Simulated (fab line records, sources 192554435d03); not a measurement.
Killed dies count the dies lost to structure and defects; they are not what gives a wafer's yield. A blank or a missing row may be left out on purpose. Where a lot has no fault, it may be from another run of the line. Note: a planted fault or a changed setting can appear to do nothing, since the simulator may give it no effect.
Lot-split experiment ; flow n5Finfet ; 39 wafers read across 7 lots, on a route 1938 steps long

## ON THE SPLIT
At N5_GATE_CUT_ETCH_58 (etches SiNx in CH3F/O2, target depth 17 nm, time 128.6 s), the setting sourceW was moved away from the recipe's 415 W on 12 of the 39 wafers read, by -17.9% to +13.3%. For the rest of the wafers, this setting stayed at what the recipe calls for.

The reading is taken at the split's own step.

## THE READING
rfVppV, in V, at N5_GATE_CUT_ETCH_58 (etches SiNx in CH3F/O2, target depth 17 nm, time 128.6 s). Typical for fault-free wafers on this fab line: 99.0 V, with standard deviation 0.82 V.

wafer;tool, chamber at the split;sourceW as run, W;against the recipe;rfVppV, V;against lot-mates on the recipe
L080.1;rieDiel-03, 0;415;recipe;97.3;-
L080.2;rieDiel-03, 2;340.8;-17.9%;106.7;+8.1
L080.3;rieDiel-03, 0;340.8;-17.9%;107.2;+8.6
L080.4;rieDiel-03, 2;415;recipe;99.4;-
L080.5;rieDiel-03, 2;415;recipe;99.0;-
L080.6;rieDiel-03, 0;340.8;-17.9%;105.4;+6.8
L087.1;rieDiel-03, 2;415;recipe;98.8;-
L087.5;rieDiel-03, 3;415;recipe;99.9;-
L087.6;rieDiel-03, 2;415;recipe;98.9;-
L090.1;rieDiel-06, 3;415;recipe;98.8;-
L090.2;rieDiel-06, 2;415;recipe;98.9;-
L090.3;rieDiel-06, 0;415;recipe;100.1;-
L090.4;rieDiel-06, 3;470;+13.3%;94.3;-5.0
L090.5;rieDiel-06, 2;470;+13.3%;95.0;-4.3
L090.6;rieDiel-06, 0;470;+13.3%;94.5;-4.8
L092.1;rieDiel-03, 0;415;recipe;98.1;-
L092.2;rieDiel-03, 3;415;recipe;98.2;-
L092.3;rieDiel-03, 1;415;recipe;99.8;-
L092.4;rieDiel-03, 3;439.7;+6.0%;97.1;-1.6
L092.5;rieDiel-03, 0;439.7;+6.0%;96.2;-2.5
L092.6;rieDiel-03, 1;439.7;+6.0%;97.8;-0.9
L095.1;rieDiel-06, 2;372.4;-10.3%;103.4;+4.3
L095.2;rieDiel-06, 3;372.4;-10.3%;101.5;+2.4
L095.3;rieDiel-06, 0;415;recipe;99.6;-
L095.4;rieDiel-06, 0;415;recipe;99.4;-
L095.5;rieDiel-06, 3;372.4;-10.3%;102.2;+3.1
L095.6;rieDiel-06, 2;415;recipe;98.2;-
L096.1;rieDiel-04, 2;415;recipe;97.6;-
L096.2;rieDiel-04, 1;415;recipe;98.2;-
L096.3;rieDiel-04, 3;415;recipe;98.8;-
L096.4;rieDiel-04, 0;415;recipe;98.7;-
L096.5;rieDiel-04, 0;415;recipe;98.5;-
L096.6;rieDiel-04, 1;415;recipe;98.7;-
L097.1;rieDiel-06, 2;415;recipe;99.5;-
L097.2;rieDiel-06, 3;415;recipe;100.3;-
L097.3;rieDiel-06, 1;415;recipe;98.6;-
L097.4;rieDiel-06, 0;415;recipe;98.8;-
L097.5;rieDiel-06, 3;415;recipe;99.8;-
L097.6;rieDiel-06, 0;415;recipe;98.2;-

FIT RESULTS
A straight line over all 39 wafers: rfVppV changes by -0.373 V for each +1% of sourceW; r = -0.96; the points scatter about the line by 0.8 V.
The same after taking each lot's own level away (the mean of its wafers on the recipe; 39 wafers): -0.386 V for each +1%; r = -0.96; scatter 0.77 V.
According to that fit, moving sourceW by its largest amount changes the reading by 6.9 V.
Measured against the standard deviation above, the lots' own levels, which go from 98.42 to 99.27 V, span 1.0 times it.
Consequently the slope shifts little with the lot-to-lot level, the two slopes agreeing.
Check: for one of the wafers moved furthest among these (-17.9%), held out of the fit, the line's prediction against its lot-mates is +6.75 V. Against them it came out at +8.13 V.
Tool readings at the split's step, against how far the setting was moved: rfVppV r = -0.96.

## OTHER SPLITS ON THESE WAFERS
Other splits were also applied to these wafers ahead of the reading. Each is held against what the fit with the lots' levels taken away leaves over:
other split on the same wafers;wafers away from the commonest value;r with rfVppV (lot level and that fit taken away)
N5_DUMMY_GATE_CVD_03 targetThkA;30;-0.03
N5_DUMMY_GATE_ETCH_32 timeS;12;+0.03

## THE FILE'S OWN FIT
rfVppV changes by -0.387 V for each +1% of sourceW, r = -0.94.
